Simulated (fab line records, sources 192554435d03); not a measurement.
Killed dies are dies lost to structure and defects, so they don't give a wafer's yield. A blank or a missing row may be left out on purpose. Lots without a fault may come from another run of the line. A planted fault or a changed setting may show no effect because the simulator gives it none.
Split-lot experiment | flow n5_finfet | 7 lots, 21 wafers read, on a route of 1938 steps

THE SPLIT
At N5_BEOL_M11_ILD_DEP_00 (deposits SiCOH lowk from DEMS/porogen, target thk 308.51 nm, time 58 s), the setting time_s was moved away from the recipe's 58 s on 6 of the 21 wafers read, by -10.7% to +5.8%. The other wafers ran this setting at the recipe's value.

FROM THE SPLIT TO THE READING: what the file shows between them, 1 step
- N5_BEOL_M11_CURE_71: cures SiCOH lowk, time 240 s

THE READING
M11_ILD_THK, in nm, at N5_BEOL_M11_THK_MEAS_01. Fault-free wafers of this fab line usually give 267 nm, standard deviation 3.5 nm.

wafer  | tool, chamber at the split | time_s as run, s | against the recipe | M11_ILD_THK, nm | against lot-mates on the recipe
L077.2 | pecvd-04, 2                | 58               | recipe             | 262             | -
L077.3 | pecvd-04, 0                | 58               | recipe             | 263             | -
L077.4 | pecvd-04, 0                | 52.63            | -9.3%              | 240             | -22
L084.1 | pecvd-03, 2                | 58               | recipe             | 265             | -
L084.2 | pecvd-03, 1                | 58               | recipe             | 263             | -
L084.4 | pecvd-03, 0                | 58               | recipe             | 273             | -
L086.2 | pecvd-04, 1                | 51.81            | -10.7%             | 234             | -31
L086.4 | pecvd-04, 2                | 51.81            | -10.7%             | 238             | -27
L086.6 | pecvd-04, 0                | 58               | recipe             | 265             | -
L087.1 | pecvd-04, 1                | 58               | recipe             | 263             | -
L087.2 | pecvd-04, 0                | 53.55            | -7.7%              | 241             | -24
L087.6 | pecvd-04, 0                | 58               | recipe             | 268             | -
L093.4 | pecvd-02, 2                | 58               | recipe             | 271             | -
L093.5 | pecvd-02, 1                | 58               | recipe             | 267             | -
L093.6 | pecvd-02, 0                | 58               | recipe             | 266             | -
L096.2 | pecvd-04, 1                | 58               | recipe             | 261             | -
L096.4 | pecvd-04, 0                | 53.96            | -7.0%              | 243             | -22
L096.6 | pecvd-04, 1                | 58               | recipe             | 268             | -
L097.1 | pecvd-03, 0                | 58               | recipe             | 269             | -
L097.3 | pecvd-03, 2                | 61.34            | +5.8%              | 282             | +12
L097.4 | pecvd-03, 1                | 58               | recipe             | 271             | -

THE FIT
A straight line over all 21 wafers: M11_ILD_THK changes by +2.93 nm for each +1% of time_s; r = +0.97; the points scatter about the line by 3.3 nm.
The same after taking each lot's own level away (the mean of its wafers on the recipe; 21 wafers): +2.68 nm for each +1%; r = +0.97; scatter 2.9 nm.
On that fit, the largest move of time_s shifts the reading by 29 nm.
The lots' own levels span 262.5 to 270.0 nm, that is 2.1 times the standard deviation above.
So the lot-to-lot level changes the slope little: the two slopes agree.
Check: with one of the wafers moved furthest among these (-10.7%) left out of the fit, the line predicts -28.4 nm for it against its lot-mates. It came out at -31 nm against them.

OTHER SPLITS ON THESE WAFERS
These wafers also went through other splits before the reading. Each is held against what the fit with the lots' levels taken away leaves over:
other split on the same wafers | wafers away from the commonest value | r with M11_ILD_THK (lot level and that fit taken away)
N5_BEOL_M8_COAT_22 spin_rpm    | 8                                    | -0.23
N5_BEOL_M8_ETCH_65 source_w    | 5                                    | +0.01
N5_BEOL_M9_ILD_DEP_00 time_s   | 6                                    | +0.14
N5_BEOL_M10_PEB_26 peb_time_s  | 7                                    | +0.15

THE WHOLE CHAIN: every reading that the file lists as answering this split, in the file's order
step                    | what it does                                                           | reading                                                                                   | change (the file's fit)              | r (the file's)
N5_BEOL_M11_ILD_DEP_00  | deposits SiCOH lowk from DEMS/porogen, target thk 308.51 nm, time 58 s | SiCOH_lowk_of_BEOL_M11_ILD_DEP_00.thk_nm (the simulator's own value, which no gauge read) | +3.04 nm for each +1% of the setting | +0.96
N5_BEOL_M11_CURE_71     | cures SiCOH lowk, time 240 s                                           | SiCOH_lowk_of_BEOL_M11_ILD_DEP_00.thk_nm (the simulator's own value, which no gauge read) | +2.69 nm for each +1% of the setting | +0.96
N5_BEOL_M11_THK_MEAS_01 |                                                                        | M11_ILD_THK                                                                               | +2.69 for each +1% of the setting    | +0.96

THE FILE'S OWN FIT
M11_ILD_THK changes by +2.69 nm for each +1% of time_s, r = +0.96.
